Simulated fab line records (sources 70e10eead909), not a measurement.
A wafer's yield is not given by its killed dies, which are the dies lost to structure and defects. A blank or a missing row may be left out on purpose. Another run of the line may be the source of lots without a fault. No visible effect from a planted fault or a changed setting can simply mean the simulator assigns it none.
Chamber matching + flow nand-harc + NHARC_P_M1_CMP_23 on cmp-01: 4 sister chambers
The step polishes, t overpolish 20 s, target thk 157.82 nm. 20 wafers are shown with their chamber, then 10 later ones without.

== EACH WAFER AND ITS CHAMBER ==
| wafer  | chamber | motor-current-A (A) | time-to-endpoint-s (s) |
|--------|---------|---------------------|------------------------|
| L074.2 | 0       | 13.4                | 29.6                   |
| L074.3 | 1       | 13.2                | 29.0                   |
| L074.6 | 0       | 13.9                | 30.3                   |
| L075.1 | 2       | 14.1                | 24.0                   |
| L075.3 | 3       | 11.7                | 27.9                   |
| L075.6 | 2       | 13.4                | 27.1                   |
| L076.1 | 1       | 12.5                | 27.6                   |
| L076.2 | 0       | 13.7                | 27.5                   |
| L076.3 | 3       | 10.9                | 26.3                   |
| L076.4 | 2       | 14.2                | 25.8                   |
| L076.5 | 0       | 13.0                | 27.5                   |
| L076.6 | 3       | 11.1                | 28.6                   |
| L077.1 | 0       | 13.6                | 29.8                   |
| L077.3 | 3       | 10.8                | 25.6                   |
| L077.5 | 0       | 12.2                | 30.6                   |
| L087.1 | 3       | 10.9                | 26.9                   |
| L087.5 | 2       | 13.9                | 27.6                   |
| L087.6 | 3       | 10.9                | 26.0                   |
| L090.1 | 0       | 12.9                | 25.5                   |
| L090.2 | 1       | 13.2                | 26.3                   |

SIGNATURES, as means of the wafers listed above
| reading            | chamber 0 | chamber 1 | chamber 2 | chamber 3 | scatter within a chamber |
|--------------------|-----------|-----------|-----------|-----------|--------------------------|
| motor-current-A    | 13.243    | 12.967    | 13.900    | 11.050    | 0.455                    |
| time-to-endpoint-s | 28.686    | 27.633    | 26.125    | 26.883    | 1.57                     |
Rule: for a wafer and a chamber, the distance is found by dividing, reading by reading, the gap between the wafer's reading and the chamber's mean by the reading's scatter, squaring, summing and taking the root. If the next closest chamber is less than 2 further off than the closest, the wafer can't be placed; otherwise it belongs to the closest. How the scatter is found: for the shown wafers, subtract from each reading the mean of its chamber, square and add these, divide the total by (wafers less chambers), then take the root.

== WAFERS WITH NO CHAMBER GIVEN ==
| wafer  | motor-current-A (A) | time-to-endpoint-s (s) |
|--------|---------------------|------------------------|
| L090.6 | 12.0                | 24.2                   |
| L093.1 | 13.1                | 27.8                   |
| L093.5 | 13.2                | 25.7                   |
| L093.6 | 13.0                | 28.4                   |
| L094.1 | 13.4                | 25.8                   |
| L094.3 | 11.8                | 22.4                   |
| L094.6 | 13.2                | 22.7                   |
| L096.1 | 10.8                | 21.0                   |
| L096.2 | 13.5                | 20.5                   |
| L096.6 | 13.6                | 21.3                   |

== WHICH CHAMBER EACH WENT THROUGH ==
| wafer  | from the rows above               | in truth |
|--------|-----------------------------------|----------|
| L090.6 | can't be placed: 3 or 1 or 0 or 2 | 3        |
| L093.1 | can't be placed: 1 or 0 or 2      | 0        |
| L093.5 | can't be placed: 1 or 2 or 0      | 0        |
| L093.6 | can't be placed: 1 or 0 or 2      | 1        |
| L094.1 | can't be placed: 2 or 1 or 0      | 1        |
| L094.3 | can't be placed: 3 or 1 or 0 or 2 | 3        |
| L094.6 | can't be placed: 2 or 1 or 0      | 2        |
| L096.1 | 3                                 | 3        |
| L096.2 | can't be placed: 2 or 1 or 0      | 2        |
| L096.6 | can't be placed: 2 or 1 or 0      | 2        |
Placed correctly: 1 of 10. Not placeable from these rows: 9 (in 9, the candidates include the true chamber). Number placed wrongly: 0.
